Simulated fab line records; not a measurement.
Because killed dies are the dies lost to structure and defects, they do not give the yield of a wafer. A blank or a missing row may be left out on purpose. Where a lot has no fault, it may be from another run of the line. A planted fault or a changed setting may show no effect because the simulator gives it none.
The tool behind it: which one? + flow n5_finfet + 27 wafers from 9 lots sampled at 3 of the route's 1938 steps

== WHAT EACH GAUGE READ, for each wafer ==
N5_SD_ACTIVATION_RS_MEAS_03: a four-point-probe measurement.
| lot  | measured    | on            | RS_SD_N (ohm/sq)  |
|------|-------------|---------------|-------------------|
| L695 | day 3 11:55 | film_metro-02 | 21.79 22.00 22.12 |
| L700 | day 4 17:45 | film_metro-02 | 21.65 21.80 21.79 |
| L702 | day 5 07:07 | film_metro-02 | 21.98 21.75 21.60 |
| L705 | day 6 02:20 | film_metro-01 | 22.06 21.89 21.62 |
| L707 | day 6 10:56 | film_metro-01 | 27.76 27.44 28.16 |
| L708 | day 6 17:24 | film_metro-01 | 27.84 28.21 28.02 |
| L712 | day 7 13:44 | film_metro-02 | 22.11 21.85 22.23 |
| L715 | day 8 10:50 | film_metro-02 | 22.08 22.03 22.17 |
| L718 | day 9 04:57 | film_metro-01 | 21.99 21.98 22.11 |

== TOOL THAT RAN EACH LOT (tool first, then ch and the chambers of the sampled wafers, then the start) ==
| lot  | N5_SD_EPI_P_ETCH_36               | N5_SD_ACTIVATION_LSA_01           |
|------|-----------------------------------|-----------------------------------|
| L695 | rie_diel-03 ch 1,2, day 3 06:55   | laser_anneal-02 ch 0, day 3 11:43 |
| L700 | rie_diel-04 ch 0,1, day 4 13:25   | laser_anneal-01 ch 0, day 4 17:34 |
| L702 | rie_diel-03 ch 0,1,3, day 5 02:53 | laser_anneal-01 ch 0, day 5 06:55 |
| L705 | rie_diel-05 ch 0,1,3, day 5 20:16 | laser_anneal-02 ch 0, day 6 02:08 |
| L707 | rie_diel-04 ch 1,2, day 6 05:59   | laser_anneal-01 ch 0, day 6 10:44 |
| L708 | rie_diel-05 ch 0,1,3, day 6 12:23 | laser_anneal-01 ch 0, day 6 17:12 |
| L712 | rie_diel-03 ch 1,3, day 7 09:37   | laser_anneal-02 ch 0, day 7 13:32 |
| L715 | rie_diel-04 ch 0,1,2, day 8 05:48 | laser_anneal-02 ch 0, day 8 10:38 |
| L718 | rie_diel-04 ch 0,1, day 9 00:47   | laser_anneal-02 ch 0, day 9 04:46 |
- N5_SD_EPI_P_ETCH_36: etches SiARC in CF4, target depth 45.5 nm, time 75.8 s.
- N5_SD_ACTIVATION_LSA_01: time 0.0008 s.

== THE ANSWER, worked out from the rows above alone ==
Rule: what is usual is taken from the lots themselves. The widest of any qualifying gaps counts: lots, ordered by their means at a reading, are off when they make up no more than a third of the lots, leave a main group of 4 or more, and stand apart from it by 3 or more times the standard deviation of that group's means. A main group whose means are all the same, to the digits that the tables above print for the reading, isn't used. Also off: a lot with no number at a reading for which 4 or more lots have one. All remaining lots with rows at the step are treated as sound.
Off: L707, L708, seen at N5_SD_ACTIVATION_RS_MEAS_03 (RS_SD_N). Mean 21.93 ohm/sq and standard deviation 0.13 in the main group.
If a tool, at a process step before that reading, ran all the lots that are off and no sound lot after the first of them, it fits. Those tools and the gauges at N5_SD_ACTIVATION_RS_MEAS_03 are tried in the same way. One fits: laser_anneal-01 at N5_SD_ACTIVATION_LSA_01. Its last sound lot is L702 (day 5 06:55), its first lot that is off L707 (day 6 10:44): a fault that began between those two fits.

== WHAT THE SIMULATOR PUT IN ==
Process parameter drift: laser_anneal-01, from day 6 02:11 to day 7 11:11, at N5_SD_ACTIVATION_LSA_01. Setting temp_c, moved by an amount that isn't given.
Shown lots that were struck: L707, L708. The same result came from the rule above.
